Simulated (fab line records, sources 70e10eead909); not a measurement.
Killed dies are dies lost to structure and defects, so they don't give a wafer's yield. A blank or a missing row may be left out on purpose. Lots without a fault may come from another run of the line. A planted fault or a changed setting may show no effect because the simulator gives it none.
Which tool did it? | flow nand_harc | 14 lots, 40 wafers sampled, at 5 steps of a route of 1159

WHAT THE GAUGES READ, wafer by wafer
NHARC_P_ZERO_WELL_CD_MEAS_11: target cd 500 nm.
lot  | measured    | on        | cd_nm (nm)
L564 | day 1 13:18 | cd_sem-03 | 497.0 497.4 499.7
L565 | day 1 19:16 | cd_sem-03 | 498.3 498.3 500.7
L566 | day 2 01:07 | cd_sem-01 | 493.9 500.5 500.2
L567 | day 2 07:14 | cd_sem-02 | 481.5 499.3
L569 | day 2 19:16 | cd_sem-01 | 480.6 499.5 496.7
L570 | day 3 01:14 | cd_sem-01 | 480.3 483.5
L575 | day 4 07:18 | cd_sem-01 | 503.3 501.5 498.6
L577 | day 4 19:14 | cd_sem-02 | 497.2 495.3 496.5
L579 | day 5 07:15 | cd_sem-01 | 503.5 500.9 503.1
L580 | day 5 13:07 | cd_sem-03 | 497.5 499.2 500.2
L582 | day 6 01:16 | cd_sem-03 | 499.9 501.8 496.6
L584 | day 6 13:07 | cd_sem-03 | 499.1 499.0 496.6
L586 | day 7 01:14 | cd_sem-03 | 497.6 496.6 497.0
L587 | day 7 07:15 | cd_sem-01 | 498.1 499.4 497.1

NHARC_P_STI_CD_MEAS_09: target cd 200 nm.
lot  | measured    | on        | cd_nm (nm)
L564 | day 2 07:26 | cd_sem-02 | 204.6 199.2 200.6
L565 | day 2 19:26 | cd_sem-03 | 202.0 195.9 199.2
L566 | day 2 19:16 | cd_sem-02 | 201.6 198.8 197.0
L567 | day 3 04:56 | cd_sem-03 | 202.3 204.9
L569 | day 3 17:07 | cd_sem-02 | 198.3 200.2 199.8
L570 | day 4 00:29 | cd_sem-02 | 198.6 201.5
L575 | day 5 05:08 | cd_sem-02 | 198.8 200.4 204.8
L577 | day 5 12:59 | cd_sem-03 | 197.6 199.2 196.6
L579 | day 6 05:07 | cd_sem-03 | 196.9 197.0 198.8
L580 | day 6 11:05 | cd_sem-02 | 197.4 197.2 198.8
L582 | day 7 00:16 | cd_sem-03 | 202.8 203.8 200.2
L584 | day 7 08:30 | cd_sem-02 | 197.0 195.9 197.7
L586 | day 7 22:49 | cd_sem-01 | 200.3 196.4 199.6
L587 | day 8 04:50 | cd_sem-02 | 202.1 199.4 199.0

NHARC_P_GATE_OVL_MEAS_27.
lot  | measured     | on         | overlay_x_nm (nm) | overlay_y_nm (nm)
L564 | day 4 10:02  | overlay-01 | -0.4 -1.1 -1.1    | -1.0 -0.4 -0.6
L565 | day 5 01:19  | overlay-01 | -0.6 -0.2 -0.5    | 0.4 0.6 0.2
L566 | day 5 01:52  | overlay-02 | 0.8 0.6 1.1       | 0.5 0.3 0.5
L567 | day 5 14:20  | overlay-02 | 0.4 -0.9          | 0.5 0.5
L569 | day 5 16:19  | overlay-02 | 0.1 0.2 0.1       | 0.1 -0.2 0.0
L570 | day 6 04:22  | overlay-02 | -0.1 -0.1         | 1.2 0.9
L575 | day 7 22:06  | overlay-02 | 0.7 0.1 0.0       | -0.7 -0.5 -0.4
L577 | day 7 21:18  | overlay-02 | -0.4 -0.2 -0.2    | -0.4 -1.3 -0.7
L579 | day 8 08:19  | overlay-01 | -0.5 -1.1 -0.9    | -0.1 -0.1 0.0
L580 | day 8 16:17  | overlay-02 | 0.7 0.8 0.7       | 0.0 0.3 0.7
L582 | day 9 04:32  | overlay-01 | -0.2 -0.7 -0.4    | -0.1 -0.3 -0.1
L584 | day 9 19:52  | overlay-01 | 0.3 0.1 -0.1      | -0.3 -0.8 0.1
L586 | day 10 04:44 | overlay-01 | 0.4 0.1 0.4       | -0.3 -0.7 -0.4
L587 | day 10 04:52 | overlay-02 | 1.1 0.5 0.7       | -1.7 -0.8 -1.2

WHICH TOOL RAN EACH LOT (tool, then ch and the chambers of the sampled wafers, then the start)
lot  | NHARC_P_ZERO_WELL_PEB_09         | NHARC_P_ZERO_WELL_RTA_42
L564 | litho_track-07 ch 0, day 1 13:13 | rtp_anneal-02 ch 0, day 1 19:08
L565 | litho_track-02 ch 0, day 1 19:10 | rtp_anneal-01 ch 0, day 2 01:04
L566 | litho_track-02 ch 0, day 2 01:02 | rtp_anneal-02 ch 0, day 2 06:41
L567 | litho_track-02 ch 0, day 2 07:10 | rtp_anneal-02 ch 0, day 2 13:03
L569 | litho_track-02 ch 0, day 2 19:10 | rtp_anneal-01 ch 0, day 3 01:04
L570 | litho_track-02 ch 0, day 3 01:09 | rtp_anneal-01 ch 0, day 3 07:07
L575 | litho_track-03 ch 0, day 4 07:13 | rtp_anneal-01 ch 0, day 4 12:56
L577 | litho_track-07 ch 0, day 4 19:09 | rtp_anneal-02 ch 0, day 5 00:45
L579 | litho_track-03 ch 0, day 5 07:10 | rtp_anneal-01 ch 0, day 5 13:08
L580 | litho_track-02 ch 0, day 5 13:02 | rtp_anneal-02 ch 0, day 5 18:47
L582 | litho_track-02 ch 0, day 6 01:10 | rtp_anneal-02 ch 0, day 6 07:18
L584 | litho_track-02 ch 0, day 6 13:02 | rtp_anneal-02 ch 0, day 6 18:56
L586 | litho_track-02 ch 0, day 7 01:09 | rtp_anneal-01 ch 0, day 7 06:55
L587 | litho_track-07 ch 0, day 7 07:10 | rtp_anneal-02 ch 0, day 7 13:02
- NHARC_P_ZERO_WELL_PEB_09: peb time 80 s.
- NHARC_P_ZERO_WELL_RTA_42: time 300 s.

WHAT THE TOOLS THEMSELVES READ (means of the sampled wafers that have a number; where no wafer has one, the mark that the record gives instead)
NHARC_P_ZERO_WELL_PEB_09.
lot  | tool           | exhaust_pa (Pa) | heater_power_total_W (W)
L564 | litho_track-07 | 44.3            | 190.3
L565 | litho_track-02 | 45.0            | 189.5
L566 | litho_track-02 | 45.5            | 190.1
L567 | litho_track-02 | 44.5            | 210.6
L569 | litho_track-02 | 44.3            | 203.6
L570 | litho_track-02 | 46.2            | 230.6
L575 | litho_track-03 | 44.7            | 189.5
L577 | litho_track-07 | 44.8            | 190.6
L579 | litho_track-03 | 46.0            | 190.1
L580 | litho_track-02 | 44.7            | 189.7
L582 | litho_track-02 | 44.3            | 189.9
L584 | litho_track-02 | 44.7            | 189.7
L586 | litho_track-02 | 45.1            | 189.8
L587 | litho_track-07 | 44.5            | 189.4

NHARC_P_ZERO_WELL_RTA_42.
lot  | tool          | lamp_power_pct (%) | lamp_zone_3_pct (%) | lamp_zone_5_pct (%) | wafer_temp_C_max
L564 | rtp_anneal-02 | 34.4               | 34.4                | 34.4                | 1103.3
L565 | rtp_anneal-01 | 38.6               | 38.7                | 38.6                | 1105.1
L566 | rtp_anneal-02 | 34.4               | 34.4                | 34.4                | 1103.5
L567 | rtp_anneal-02 | 34.4               | 34.5                | 34.4                | 1103.2
L569 | rtp_anneal-01 | 38.7               | 38.8                | 38.7                | 1105.9
L570 | rtp_anneal-01 | 38.7               | 38.7                | 38.7                | 1104.8
L575 | rtp_anneal-01 | 38.7               | 38.7                | 38.7                | 1106.0
L577 | rtp_anneal-02 | 34.4               | 34.4                | 34.4                | 1103.0
L579 | rtp_anneal-01 | 38.7               | 38.6                | 38.6                | 1105.5
L580 | rtp_anneal-02 | 34.4               | 34.4                | 34.3                | 1103.5
L582 | rtp_anneal-02 | 34.4               | 34.4                | 34.5                | 1104.3
L584 | rtp_anneal-02 | 34.3               | 34.4                | 34.3                | 1104.6
L586 | rtp_anneal-01 | 38.7               | 38.7                | 38.7                | 1105.2
L587 | rtp_anneal-02 | 34.4               | 34.4                | 34.4                | 1103.0

THE ANSWER, worked out from the rows above alone
Rule: what is usual is taken from the lots themselves. Put in order of their means at a reading, lots are off if they are a third of the lots or fewer, leave a main group of 4 or more, and stand apart from it by a gap of 3 or more times the standard deviation of the main group's means; of several such gaps the widest counts. A main group whose means are all the same, to the digits that the tables above print for the reading, isn't used. A lot without any number at a reading at which 4 lots or more have one is off too. The other lots that the step has rows for count as sound. The gauges are gone through in route order, then the tools' own readings, and for those a lot's mean is taken as printed above. The first step at which some lot is off is used, and at that step the reading that is off furthest; a lot without a number counts as furthest.
Off: L567, L569, L570, at NHARC_P_ZERO_WELL_PEB_09 (heater_power_total_W). The main group: mean 189.9 W, standard deviation 0.35.
A tool fits if, at that step or a process step before it, it ran every lot that is off, and no sound lot after the first of them. None of those tried fits.

WHAT THE SIMULATOR HAD PUT IN
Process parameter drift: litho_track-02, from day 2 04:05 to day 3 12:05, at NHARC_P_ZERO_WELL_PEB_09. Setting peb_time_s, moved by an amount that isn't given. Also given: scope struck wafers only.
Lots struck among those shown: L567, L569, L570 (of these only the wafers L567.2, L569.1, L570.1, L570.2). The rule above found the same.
